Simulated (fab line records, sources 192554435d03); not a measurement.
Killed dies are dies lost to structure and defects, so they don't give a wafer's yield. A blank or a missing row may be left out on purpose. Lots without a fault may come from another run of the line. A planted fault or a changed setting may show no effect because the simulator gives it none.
A struck lot beside a sound one | flow n5_finfet | 16 steps out of a route of 1938
Sound: wafers L651.2, L651.3, L651.6. Struck: wafers L654.1, L654.4, L654.5. The cause comes at the end.
At each step with rows: each side's tool, then ch and its chambers, then its first start. Under that, the readings that differ: sound wafers | struck wafers | difference of the means | sigmas: that difference in standard deviations of wafers without a fault.
alike: readings whose means differ by less than 2 such deviations, and words and numbers that are the same on both sides. not compared: withheld readings, readings that some wafer has no value for, bounds like >300 that may hide the same value, and numbers for which the record gives no deviation and whose values overlap.
The two part at a step that has a row with sigmas, a row that says differs or no value, or rows on one side only. Numbers that don't overlap but have no deviation are shown without sigmas and don't part them. A reading that every wafer of one side lacks parts them only if that side has two wafers or more.

first, 4 steps without rows for these wafers: N5_MOL_CONTACT_COAG_SOFTBAKE_35 (time 60 s); N5_MOL_CONTACT_COAG_EXPOSE_37 (exposes mask VD, defocus 0 nm); N5_MOL_CONTACT_COAG_PEB_38 (peb time 60 s); N5_MOL_CONTACT_COAG_DEVELOP_39 (develop time 30 s).
N5_MOL_CONTACT_COAG_CD_MEAS_40: target cd 25.1 nm.
  sound on cd_sem-03 ch 0, day 5 16:56; struck on cd_sem-01 ch 0, day 6 14:50
  reading    | sound             | struck            | difference | sigmas
  cd_nm (nm) | 24.88 24.97 25.05 | 25.97 25.42 25.41 | +0.63      | +2
N5_MOL_CONTACT_COAG_OVL_MEAS_41:
  sound on overlay-01 ch 0, day 5 16:58; struck on overlay-02 ch 0, day 6 14:52
  alike: VD_OVL
N5_MOL_CONTACT_COAG_INSPECT_42: inspects for defects (brightfield).
  sound on defect_inspect-02, day 5 17:02; struck on defect_inspect-02, day 6 14:55
  alike: raw_defect_count
N5_MOL_CONTACT_COAG_DESCUM_45: chemistry O2, time 7 s.
  sound on rie_diel-01 ch 0,1,2, day 5 17:06; struck on rie_diel-02 ch 2,3, day 6 14:57
  alike: drypump_motor_current_A, oes_product_au, rf_fwd_power_W, rf_vpp_V, showerhead_plenum_p_Torr, throttle_valve_pct
  not compared: rf_hours_counter_h
N5_MOL_CONTACT_COAG_ETCH_65: etches underlayer in N2/H2, target depth 13 nm, time 10.4 s.
  sound on rie_diel-01 ch 0,1,2, day 5 17:08; struck on rie_diel-02 ch 2,3, day 6 14:59
  alike: drypump_motor_current_A, etch_rf_on_time_s, oes_product_au, rf_fwd_power_W, rf_vpp_V, showerhead_plenum_p_Torr, throttle_valve_pct
  not compared: rf_hours_counter_h
N5_MOL_CONTACT_COAG_ETCH_66: etches SiARC in CF4, target depth 13 nm, time 21.7 s.
  sound on rie_diel-01 ch 0,1,2, day 5 17:09; struck on rie_diel-02 ch 2,3, day 6 15:01
  alike: drypump_motor_current_A, etch_rf_on_time_s, oes_product_au, rf_fwd_power_W, rf_vpp_V, showerhead_plenum_p_Torr, throttle_valve_pct
  not compared: rf_hours_counter_h
N5_MOL_CONTACT_COAG_ALD_133: deposits SiO2, target thk 5 nm, pulse time 1 s, co reactant pulse time 1 s.
  sound on ald_sin-02 ch 0,1,3, day 5 17:14; struck on ald_sin-02 ch 0,1,3, day 6 15:05
  alike: heater_power_w, precursor_pulse_height_rel
N5_MOL_CONTACT_COAG_ETCHBACK_134: etches SiO2 in CHF3, target depth 10 nm, time 6.7 s.
  sound on rie_diel-02 ch 1,2, day 5 17:25; struck on rie_diel-02 ch 0,2,3, day 6 15:25
  alike: drypump_motor_current_A, oes_product_au, rf_fwd_power_W, rf_vpp_V, showerhead_plenum_p_Torr, throttle_valve_pct
  not compared: rf_hours_counter_h
N5_MOL_CONTACT_COAG_ETCH_67: etches SOC in N2/H2, target depth 60 nm, overetch 21 nm, time 101.2 s.
  sound on rie_diel-02 ch 1,2, day 5 17:27; struck on rie_diel-02 ch 0,2,3, day 6 15:28
  reading            | sound             | struck               | difference | sigmas
  rf_fwd_power_W (W) | 835.5 835.4 833.8 | 1036.5 1033.4 1035.7 | +200.3     | +72
  rf_vpp_V (V)       | 525.5 524.9 528.2 | 490.5 490.4 486.7    | -37.0      | -19
  alike: drypump_motor_current_A, oes_product_au, showerhead_plenum_p_Torr, throttle_valve_pct
  not compared: rf_hours_counter_h, model.SiARC_of_MOL_CONTACT_COAG_COAT_63.thk_nm
then, 1 step without rows for these wafers: N5_MOL_CONTACT_COAG_STRIP_68 (strips in N2/H2).
-- the record jumps here: 3 days lie between the struck wafers' starts before and after (it left off in module MOL_CONTACT_COAG and takes up again in module BEOL_M4, whose first step shown is number 1111 of the route) --
N5_BEOL_M4_RC_MEAS_101:
  sound on prober-01 ch 0, day 8 13:46; struck on prober-02 ch 0, day 9 17:20
  alike: DIBL_N, DIBL_P, IOFF_N, IOFF_P, ION_N, ION_P, SS_N, SS_P, VT_N, VT_P
N5_PASSIVATION_PROBE_49:
  the record has rows for the sound wafers here (prober-02, day 12 20:22) and none for the struck ones

WHERE THEY PART
First at N5_MOL_CONTACT_COAG_CD_MEAS_40; last, within this record, at N5_PASSIVATION_PROBE_49.

WHY: what the simulator had put in
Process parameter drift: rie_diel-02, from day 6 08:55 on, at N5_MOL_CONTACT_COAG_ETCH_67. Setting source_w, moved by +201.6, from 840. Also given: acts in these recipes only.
